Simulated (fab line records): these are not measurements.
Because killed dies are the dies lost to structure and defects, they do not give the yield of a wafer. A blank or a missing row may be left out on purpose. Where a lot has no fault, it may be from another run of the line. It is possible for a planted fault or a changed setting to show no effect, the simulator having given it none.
fab line records	flow n5Finfet
record lots=7	wafers=21	lastDay=18
route steps=1938 shown BEOL_M1@789 BEOL_M4@1111
lots that met no fault: from a run of the same line without faults
startH: start of the lot's first displayed wafer, in hours after the record's first day	waitH: hours since the lot's step before	" identical to the entry in the row above	L1.1+2: a single row standing in for several wafers	- no value present, or no start provided	* or withheld: withheld	< > ~ a bound
route shown NAME@n: NAME is a module with steps in the file, n the number in the route of the first one	usual: mean and standard deviation over wafers with no fault	same: alike in all rows	chamber/n: place in a boat	sites: readings site by site	_std_site: the standard deviation of these	_edge_site: outer sites' mean less inner sites'	radiusMm: how far each site lies from the wafer's centre	mask NAME#n: copy n	behind: tool/chamber where the wafer was last shaped	hold: reason for holding the lot/hours on hold/outcome of the hold	device: transistor that didn't switch, given as n, p or np	end of line: the same wafers' tests at the end of the route	for a step that has no rows: nothing shown but its recipe	killed: count of dies lost to structure and defects at first sort (not the wafer's yield)	map: per-die view of a wafer (x killed, . not killed, _ where there is no die)
set.NAME: the setting the step ran with; set.NAME@STEP: the setting that earlier step ran with	model.NAME: the simulator's own value behind a step, which no gauge read
lots seen at some steps along the route; tables by step, rows by wafer
services: when a tool's chamber went out of use (startH, in hours from the record's first day, below 0 if earlier), for how many hours, and the reason
## steps
# step N5_BEOL_M1_DESCUM_33
# recipe chemistry=O2	timeS=7	sourcePowerW=50	biasPowerW=20	pressureMtorr=20	rfFrequencyHz=2.712e+07	tempC=40	resist=CAR-EUV	o2FlowSccm=225
# usual drypumpMotorCurrentA=5.8/0.35	o2FlowSccm=224.9/0.62	oesProductAu=0.79/0.09	rfVppV=243.4/1.2	showerheadPlenumPTorr=2.11/0.055	tempC=40.00/0.11	throttleValvePct=20.4/0.34
# same timeS=7
lot.wafer	tool	chamber	startH	waitH	drypumpMotorCurrentA	o2FlowSccm	oesProductAu	rfHoursCounterH	rfVppV	showerheadPlenumPTorr	tempC	throttleValvePct
L354.3	rieDiel-03	3	125.41	0.0	6.3	224.3	0.77	140	244.2	2.19	40.08	20.4
L354.4	"	0	"	"	5.6	224.4	0.93	31	242.2	2.04	40.02	19.8
L354.6	"	3	"	"	6.3	223.1	0.78	-	244.9	2.19	40.12	20.4
L365.4	rieDiel-03	0	191.08	0.1	5.6	224.0	0.88	50	242.1	2.03	39.97	19.8
L365.5	"	0	"	"	5.6	225.0	0.88	-	242.7	2.03	40.04	19.8
L365.6	"	3	"	"	6.3	225.5	0.75	-	243.1	2.18	40.08	20.4
L366.1	rieDiel-06	3	201.78	0.0	5.8	224.7	0.92	14	243.1	2.14	40.15	20.0
L366.2	"	1	"	"	5.9	225.5	0.70	225	241.4	2.07	40.08	21.0
L366.6	"	3	"	"	5.8	224.9	0.91	-	244.0	2.14	40.17	20.0
L368.1	rieDiel-03	1	208.50	0.0	6.1	223.7	0.74	175	245.5	2.17	40.08	20.9
L368.3	"	2	"	"	6.3	225.6	0.91	25	241.9	2.06	40.01	20.2
L368.5	"	0	"	"	5.6	225.3	0.88	-	241.6	2.03	39.84	19.9
L372.1	rieDiel-06	1	235.03	0.1	5.9	225.2	0.69	234	243.2	2.07	40.06	21.0
L372.2	"	3	"	"	5.8	225.4	0.89	24	242.6	2.13	40.10	20.0
L372.5	"	2	"	"	5.2	225.9	0.81	-	242.7	2.11	39.94	20.6
L374.2	rieDiel-06	2	245.50	0.0	5.2	225.7	0.81	98	243.7	2.11	40.04	20.7
L374.3	"	3	"	"	5.8	224.9	0.88	28	243.3	2.13	40.09	20.0
L374.4	"	0	"	"	5.7	225.4	0.67	248	245.7	2.16	40.01	20.5
L377.3	rieDiel-03	0	263.63	0.0	5.6	225.0	0.86	73	242.3	2.03	39.86	19.9
L377.5	"	3	"	"	6.3	224.5	0.74	-	244.7	2.17	39.80	20.4
L377.6	"	2	"	"	6.3	225.3	0.89	-	242.3	2.05	39.84	20.3
# step N5_BEOL_M1_ETCH_77
# recipe chemistry=N2/H2	target=underlayer	targetDepthA=65	maskMaterial=CAR-EUV	timeS=5.2	ionEnergyEv=200	pressureMtorr=30	sourceW=840	biasW=150	n2FlowSccm=200	h2FlowSccm=200	ends=cleared
# usual drypumpMotorCurrentA=5.8/0.35	etchRfOnTimeS=5.18/0.071	oesProductAu=0.67/0.075	rfVppV=524.3/2.2	showerheadPlenumPTorr=2.56/0.065	throttleValvePct=17.9/0.34
lot.wafer	tool	chamber	startH	waitH	drypumpMotorCurrentA	etchRfOnTimeS	oesProductAu	rfHoursCounterH	rfVppV	showerheadPlenumPTorr	throttleValvePct
L354.3	rieDiel-03	3	125.44	0.0	6.3	5.20	0.67	140	525.0	2.64	17.7
L354.4	"	0	"	"	5.7	5.11	0.78	31	522.8	2.49	17.3
L354.6	"	3	"	"	6.3	5.17	0.66	-	525.6	2.64	17.7
L365.4	rieDiel-03	0	191.11	0.0	5.6	5.23	0.75	50	523.4	2.48	17.3
L365.5	"	0	"	"	5.6	5.18	0.77	-	521.9	2.48	17.3
L365.6	"	3	"	"	6.3	5.26	0.64	-	525.5	2.64	17.7
L366.1	rieDiel-06	3	201.81	0.0	5.8	5.11	0.78	14	524.1	2.60	17.5
L366.2	"	1	"	"	5.9	5.29	0.60	225	523.5	2.51	18.4
L366.6	"	3	"	"	5.8	5.14	0.77	-	524.3	2.60	17.4
L368.1	rieDiel-03	1	208.54	0.0	6.2	5.21	0.63	175	528.3	2.64	18.3
L368.3	"	2	"	"	6.3	5.12	0.77	25	520.6	2.48	17.6
L368.5	"	0	"	"	5.7	5.16	0.74	-	521.6	2.48	17.3
L372.1	rieDiel-06	1	235.07	0.0	5.9	5.24	0.60	234	522.7	2.50	18.4
L372.2	"	3	"	"	5.8	5.10	0.75	24	525.5	2.60	17.4
L372.5	"	2	"	"	5.2	5.14	0.68	-	524.2	2.57	18.1
L374.2	rieDiel-06	2	245.53	0.0	5.2	5.18	0.68	98	526.2	2.56	18.1
L374.3	"	3	"	"	5.8	5.08	0.75	28	526.9	2.59	17.5
L374.4	"	0	"	"	5.7	5.21	0.59	248	528.0	2.61	18.0
L377.3	rieDiel-03	0	263.67	0.0	5.6	5.07	0.73	73	519.9	2.47	17.3
L377.5	"	3	"	"	6.3	5.21	0.62	-	526.8	2.63	17.8
L377.6	"	2	"	"	6.3	5.06	0.76	-	523.0	2.47	17.7
# step N5_BEOL_M1_ETCH_69
# recipe chemistry=CF4	target=SiARC	targetDepthA=156	maskMaterial=CAR-EUV	timeS=26	ionEnergyEv=80	pressureMtorr=40	sourceW=545	biasW=36	Ar_flow_sccm=100	cf4FlowSccm=100	ends=cleared
# step N5_BEOL_M1_ALD_98
# recipe material=SiO2	targetThkA=25	tempC=100	aldPrecursorFamily=BDEAS	aldCoReactant=O2-plasma	pulseTimeS=1	coReactantPulseTimeS=1	purgeTimeS=2	coReactantPurgeTimeS=2	aldCycles=17	pressureTorr=2
# step N5_BEOL_M1_ETCHBACK_99
# recipe chemistry=CHF3	target=SiO2	targetDepthA=50	timeS=10.4	sourceW=215	biasW=47	Ar_flow_sccm=200	CHF3_flow_sccm=12	ionEnergyEv=100	pressureMtorr=30
# step N5_BEOL_M1_ETCH_70
# recipe chemistry=N2/H2	target=SOC	targetDepthA=800	overetchA=160	maskMaterial=SiARC	tempC=40	timeS=120	ionEnergyEv=200	pressureMtorr=30	sourceW=840	biasW=150	n2FlowSccm=200	h2FlowSccm=200
# usual drypumpMotorCurrentA=5.8/0.33	oesProductAu=0.60/0.063	rfVppV=524.2/1.9	showerheadPlenumPTorr=2.55/0.064	tempC=40.01/0.1	throttleValvePct=17.89/0.26
# same timeS=120
lot.wafer	tool	chamber	startH	waitH	drypumpMotorCurrentA	oesProductAu	rfHoursCounterH	rfVppV	showerheadPlenumPTorr	tempC	throttleValvePct
L354.3	rieDiel-03	0	127.39	0.0	5.6	0.70	32	522.7	2.49	40.10	17.20
L354.4	"	2	"	"	6.3	0.75	1	523.0	2.49	39.97	17.55
L354.6	"	0	"	"	5.7	0.70	-	520.6	2.49	40.00	17.22
L365.4	rieDiel-04	2	196.85	0.0	5.6	0.62	106	520.6	2.46	40.04	17.93
L365.5	"	3	"	"	5.4	0.60	-	524.4	2.55	39.98	17.76
L365.6	"	0	"	"	6.3	0.73	-	520.7	2.50	40.05	17.91
L366.1	rieDiel-04	0	203.64	0.0	6.3	0.73	3	521.6	2.50	39.85	17.89
L366.2	"	3	"	"	5.4	0.60	123	523.7	2.55	40.04	17.78
L366.6	"	0	"	"	6.3	0.73	-	522.0	2.50	40.04	17.90
L368.1	rieDiel-04	1	212.16	0.0	5.5	0.52	229	525.9	2.62	39.90	17.98
L368.3	"	2	"	"	5.6	0.61	112	522.2	2.46	39.90	17.93
L368.5	"	0	"	"	6.3	0.71	-	523.2	2.50	39.79	17.92
L372.1	rieDiel-03	1	236.94	0.0	6.1	0.57	184	525.5	2.64	39.90	18.30
L372.2	"	0	"	"	5.6	0.66	64	523.6	2.47	39.98	17.28
L372.5	"	2	"	"	6.3	0.68	-	523.1	2.48	39.77	17.59
L374.2	rieDiel-06	0	252.11	0.0	5.8	0.52	249	523.3	2.61	40.01	17.92
L374.3	"	3	"	"	5.8	0.66	29	525.0	2.59	40.11	17.44
L374.4	"	1	"	"	5.9	0.53	238	523.3	2.50	40.06	18.34
L377.3	rieDiel-04	3	271.73	0.0	5.4	0.59	140	523.7	2.54	40.00	17.79
L377.5	"	2	"	"	5.7	0.60	-	520.7	2.45	40.14	17.96
L377.6	"	3	"	"	5.5	0.59	-	525.1	2.54	39.96	17.80
# step N5_BEOL_M1_STRIP_71
# recipe chemistry=N2/H2	tempC=40	n2FlowSccm=200	h2FlowSccm=200	rfFrequencyHz=6e+07
# step N5_BEOL_M1_STRIP_78
# recipe chemistry=N2/H2	tempC=40	n2FlowSccm=200	h2FlowSccm=200	rfFrequencyHz=6e+07
# step N5_BEOL_M1_VIA_ETCH_34
# recipe chemistry=C4F6/O2	targetDepthA=678	maskMaterial=SOC	pressureMtorr=15	ionEnergyEv=250	taperDeg=4	timeS=64.4	sourceW=350	biasW=170	Ar_flow_sccm=300	C4F6_flow_sccm=10	O2_flow_sccm=10
# usual drypumpMotorCurrentA=5.8/0.33	oesProductAu=0.78/0.087	rfVppV=665/8	showerheadPlenumPTorr=2.85/0.07	throttleValvePct=30.80/0.25
# same timeS=64.4
lot.wafer	tool	chamber	startH	waitH	drypumpMotorCurrentA	oesProductAu	rfHoursCounterH	rfVppV	showerheadPlenumPTorr	throttleValvePct
L354.3	rieDiel-03	0	127.49	0.0	5.6	0.91	32	660	2.78	30.19
L354.4	"	2	"	"	6.3	0.98	1	655	2.79	30.53
L354.6	"	0	"	"	5.7	0.92	-	658	2.78	30.17
L365.4	rieDiel-04	2	196.95	0.0	5.7	0.81	106	656	2.75	30.80
L365.5	"	3	"	"	5.5	0.79	-	671	2.86	30.77
L365.6	"	0	"	"	6.3	0.97	-	663	2.79	30.91
L366.1	rieDiel-04	0	203.74	0.0	6.3	0.95	3	662	2.79	30.90
L366.2	"	3	"	"	5.5	0.78	123	669	2.85	30.75
L366.6	"	0	"	"	6.3	0.96	-	665	2.79	30.91
L368.1	rieDiel-04	1	212.26	0.0	5.5	0.68	229	657	2.92	30.85
L368.3	"	2	"	"	5.6	0.80	112	656	2.74	30.81
L368.5	"	0	"	"	6.3	0.94	-	664	2.79	30.93
L372.1	rieDiel-03	1	237.04	0.0	6.1	0.74	184	672	2.95	31.28
L372.2	"	0	"	"	5.6	0.87	65	660	2.77	30.22
L372.5	"	2	"	"	6.3	0.90	-	654	2.78	30.58
L374.2	rieDiel-06	0	252.21	0.0	5.7	0.67	249	673	2.91	30.67
L374.3	"	3	"	"	5.8	0.88	29	656	2.89	30.28
L374.4	"	1	"	"	5.9	0.69	238	678	2.80	31.28
L377.3	rieDiel-04	3	271.83	0.0	5.4	0.77	140	669	2.85	30.77
L377.5	"	2	"	"	5.7	0.79	-	657	2.73	30.83
L377.6	"	3	"	"	5.4	0.78	-	669	2.85	30.77
# step N5_BEOL_M1_STRIP_83
# recipe chemistry=C4F6/O2	resist=SiARC	rfFrequencyHz=6e+07
# step N5_BEOL_M1_STRIP_36
# recipe chemistry=N2/H2	powerW=450	tempC=40	pressureMtorr=20	rfFrequencyHz=6e+07	overashFraction=0.3	biasPowerW=7	h2Frac=0.5	n2FlowSccm=200	h2FlowSccm=200
# step N5_BEOL_M1_TRENCH_ETCH_37
# recipe chemistry=C4F6/O2	targetDepthA=552.07	target=SiOC	timeS=29	ionEnergyEv=250	pressureMtorr=30	sourceW=355	biasW=185	Ar_flow_sccm=300	C4F6_flow_sccm=10	O2_flow_sccm=10
# step N5_BEOL_M1_ETCH_41
# recipe chemistry=CH3F/O2	target=SiCN	targetDepthA=319	taperDeg=2	timeS=57.8	ionEnergyEv=120	maskMaterial=TiN	pressureMtorr=30	sourceW=395	biasW=75	Ar_flow_sccm=150	CH3F_flow_sccm=30	O2_flow_sccm=20
# usual drypumpMotorCurrentA=5.8/0.34	oesProductAu=0.78/0.088	rfVppV=297.4/1.3	showerheadPlenumPTorr=2.01/0.051	throttleValvePct=16.36/0.26
# same timeS=57.8
lot.wafer	tool	chamber	startH	waitH	drypumpMotorCurrentA	oesProductAu	rfHoursCounterH	rfVppV	showerheadPlenumPTorr	throttleValvePct	model.etch.depthNm
L354.3	rieDiel-03	0	127.62	-	5.7	0.92	32	296.6	1.96	15.74	22.19
L354.4	"	2	"	"	6.3	0.99	1	298.7	1.96	15.97	22.3
L354.6	"	0	"	"	5.7	0.92	-	295.2	1.96	15.74	22.32
L365.4	rieDiel-04	2	197.08	-	5.6	0.72	106	295.8	1.93	16.28	17.79
L365.5	"	3	"	"	5.4	0.70	-	297.6	2.01	16.27	17.96
L365.6	"	0	"	"	6.3	0.84	-	295.8	1.97	16.33	17.94
L366.1	rieDiel-04	0	203.87	-	6.3	0.85	3	295.5	1.97	16.33	17.89
L366.2	"	3	"	"	5.4	0.69	123	297.1	2.01	16.29	17.98
L366.6	"	0	"	"	6.3	0.84	-	296.2	1.96	16.36	17.93
L368.1	rieDiel-04	1	212.39	-	5.5	0.60	229	300.0	2.06	16.44	17.6
L368.3	"	2	"	"	5.6	0.71	112	297.0	1.93	16.28	17.87
L368.5	"	0	"	"	6.3	0.83	-	295.7	1.96	16.35	18.19
L372.1	rieDiel-03	1	237.17	-	6.1	0.74	184	298.6	2.08	16.74	21.82
L372.2	"	0	"	"	5.6	0.87	65	295.9	1.95	15.79	22.27
L372.5	"	2	"	"	6.3	0.90	-	294.7	1.95	16.02	22.13
L374.2	rieDiel-06	0	252.34	-	5.7	0.67	249	297.5	2.05	16.43	21.62
L374.3	"	3	"	"	5.8	0.88	29	298.0	2.03	15.88	21.97
L374.4	"	1	"	"	5.9	0.69	238	297.6	1.97	16.87	21.5
L377.3	rieDiel-04	3	271.96	-	5.4	0.77	140	295.1	2.00	16.32	22.02
L377.5	"	2	"	"	5.6	0.78	-	295.5	1.92	16.33	21.84
L377.6	"	3	"	"	5.4	0.76	-	296.9	2.00	16.31	21.95
# step N5_BEOL_M1_STRIP_97
# recipe chemistry=N2/H2	timeS=10	powerW=450	tempC=40	pressureMtorr=20	rfFrequencyHz=6e+07	biasPowerW=7	n2FlowSccm=200	h2FlowSccm=200
# usual drypumpMotorCurrentA=5.8/0.34	oesProductAu=0.78/0.09	rfVppV=59.1/0.76	showerheadPlenumPTorr=2.55/0.064	tempC=40.01/0.11	throttleValvePct=23.77/0.28
# same timeS=10
lot.wafer	tool	chamber	startH	waitH	drypumpMotorCurrentA	oesProductAu	rfHoursCounterH	rfVppV	showerheadPlenumPTorr	tempC	throttleValvePct
L354.3	rieDiel-03	0	-	-	5.6	0.94	32	60.0	2.48	40.04	23.02
L354.4	"	2	"	"	6.3	1.01	1	58.0	2.49	39.94	23.53
L354.6	"	0	"	"	5.6	0.91	-	61.2	2.48	40.20	23.01
L365.4	rieDiel-04	2	-	-	5.6	0.81	106	59.1	2.45	40.08	23.96
L365.5	"	3	"	"	5.4	0.78	-	59.6	2.55	39.83	23.58
L365.6	"	0	"	"	6.3	0.96	-	57.1	2.50	40.13	23.83
L366.1	rieDiel-04	0	-	-	6.3	0.96	3	58.5	2.50	39.99	23.83
L366.2	"	3	"	"	5.5	0.78	123	59.4	2.55	39.97	23.61
L366.6	"	0	"	"	6.3	0.95	-	58.9	2.50	39.93	23.84
L368.1	rieDiel-04	1	-	-	5.5	0.67	229	60.4	2.61	40.04	23.87
L368.3	"	2	"	"	5.6	0.81	112	58.5	2.45	39.88	23.97
L368.5	"	0	"	"	6.3	0.95	-	59.0	2.50	40.01	23.83
L372.1	rieDiel-03	1	-	-	6.1	0.73	184	59.9	2.63	39.93	24.22
L372.2	"	0	"	"	5.6	0.87	65	59.6	2.47	40.09	23.05
L372.5	"	2	"	"	6.3	0.90	-	57.7	2.47	39.87	23.58
L374.2	rieDiel-06	0	-	-	5.8	0.68	249	59.6	2.60	40.10	23.66
L374.3	"	3	"	"	5.8	0.88	29	57.8	2.59	39.94	23.30
L374.4	"	1	"	"	5.9	0.69	238	59.2	2.50	39.95	24.19
L377.3	rieDiel-04	3	-	-	5.4	0.76	140	58.3	2.54	39.83	23.60
L377.5	"	2	"	"	5.6	0.78	-	58.1	2.44	40.13	24.01
L377.6	"	3	"	"	5.5	0.76	-	59.1	2.54	40.09	23.62
# step N5_BEOL_M4_RC_MEAS_101
# usual DIBL_N=36.5/1.4	DIBL_P=36.5/1.6	IOFF_N=0.163/0.022	IOFF_P=0.219/0.029	ION_N=675/8.3	ION_P=464/6.2	SS_N=71.5/0.52	SS_P=73.4/0.57	VT_N=249.7/2.6	VT_P=-250/3
lot.wafer	tool	chamber	startH	waitH	DIBL_N[mV/V]	DIBL_P[mV/V]	IOFF_N[nA/um]	IOFF_P[nA/um]	ION_N[uA/um]	ION_P[uA/um]	SS_N[mV/dec]	SS_P[mV/dec]	VT_N[mV]	VT_P[mV]
L354.3	prober-02	0	165.29	0.7	36.7	35.8	0.147	0.195	672	460	71.0	72.1	252.0	-250
L354.4	"	0	"	"	37.4	37.4	0.170	0.224	679	465	71.5	73.7	248.7	-248
L354.6	"	0	"	"	36.9	36.6	0.160	0.207	668	462	71.7	73.0	249.6	-252
L365.4	prober-02	0	232.44	0.5	38.3	38.4	0.217	0.288	693	475	71.7	73.1	245.6	-242
L365.5	"	0	"	"	37.1	38.1	0.190	0.275	686	478	71.1	73.4	245.2	-246
L365.6	"	0	"	"	36.1	37.9	0.180	0.271	684	476	70.4	73.4	247.6	-242
L366.1	prober-02	0	248.00	0.0	36.6	35.6	0.175	0.246	674	471	72.5	73.1	246.5	-247
L366.2	"	0	"	"	36.0	35.5	0.164	0.233	677	467	71.6	73.6	243.1	-247
L366.6	"	0	"	"	36.1	35.9	0.170	0.235	681	472	71.4	73.8	247.6	-245
L368.1	prober-02	0	258.55	0.0	35.7	37.0	0.156	0.231	670	464	71.7	73.9	252.4	-247
L368.3	"	0	"	"	37.2	38.7	0.187	0.253	673	463	72.3	73.9	248.2	-248
L368.5	"	0	"	"	36.4	37.9	0.164	0.237	672	466	71.9	74.1	249.8	-247
L372.1	prober-01	0	282.69	0.0	39.3	40.7	0.207	0.254	679	466	72.0	75.2	246.7	-249
L372.2	"	0	"	"	39.1	41.1	0.204	0.262	684	470	71.9	73.8	247.3	-249
L372.5	"	0	"	"	38.5	40.1	0.188	0.236	686	469	71.7	74.2	246.6	-251
L374.2	prober-02	0	290.83	0.2	37.7	36.4	0.165	0.218	668	456	71.3	74.6	249.7	-251
L374.3	"	0	"	"	37.4	36.4	0.161	0.229	673	466	71.7	73.8	249.1	-247
L374.4	"	0	"	"	38.7	37.4	0.177	0.240	679	467	71.8	74.0	246.7	-248
L377.3	prober-02	0	317.03	0.3	36.0	35.2	0.146	0.213	671	470	72.1	73.3	251.6	-248
L377.5	"	0	"	"	36.0	35.6	0.148	0.219	673	463	71.5	73.5	250.7	-249
L377.6	"	0	"	"	34.4	32.7	0.123	0.188	675	471	70.1	73.1	250.2	-250
## services
tool	chamber	startH	hours	kind
rieDiel-03	2	103.59	-	clean
rieDiel-03	2	103.59	-	consumableReplace:focusRing
rieDiel-03	2	103.59	19.6	scheduledDown
rieDiel-03	2	103.59	19.6	ventCycle
rieDiel-06	1	114.71	23.0	repair
rieDiel-06	3	114.84	4.0	repair
rieDiel-06	3	138.00	-	clean
rieDiel-06	3	138.00	-	consumableReplace:focusRing
rieDiel-06	3	138.00	20.4	scheduledDown
rieDiel-06	3	138.00	20.4	ventCycle
rieDiel-04	1	139.91	2.5	repair
rieDiel-03	1	140.98	6.8	repair
rieDiel-04	-	163.06	1.1	repair
rieDiel-04	0	170.61	-	clean
rieDiel-04	0	170.61	-	consumableReplace:focusRing
rieDiel-04	0	170.61	19.5	scheduledDown
rieDiel-04	0	170.61	19.5	ventCycle
rieDiel-04	3	206.29	13.1	repair
rieDiel-06	0	255.87	-	clean
rieDiel-06	0	255.87	-	consumableReplace:focusRing
rieDiel-06	0	255.87	11.8	scheduledDown
rieDiel-06	0	255.87	11.8	ventCycle
rieDiel-03	0	268.67	3.8	repair
rieDiel-04	0	271.49	3.0	repair
## key
firstSign none at tools or gauges
modelEffect step=N5_BEOL_M1_ETCH_41	value=etch.depthNm	without=22.09	struck=17.9
metAt N5_BEOL_M1_ETCH_41
struckWafers L365.4,L365.5,L365.6,L366.1,L366.2,L366.6,L368.1,L368.3,L368.5
fault kind=processParameterDrift	tool=rieDiel-04	chamber=-	onsetH=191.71	steps=N5_BEOL_M1_ETCH_41	channel=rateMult	offset=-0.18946	shape=step	endH=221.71
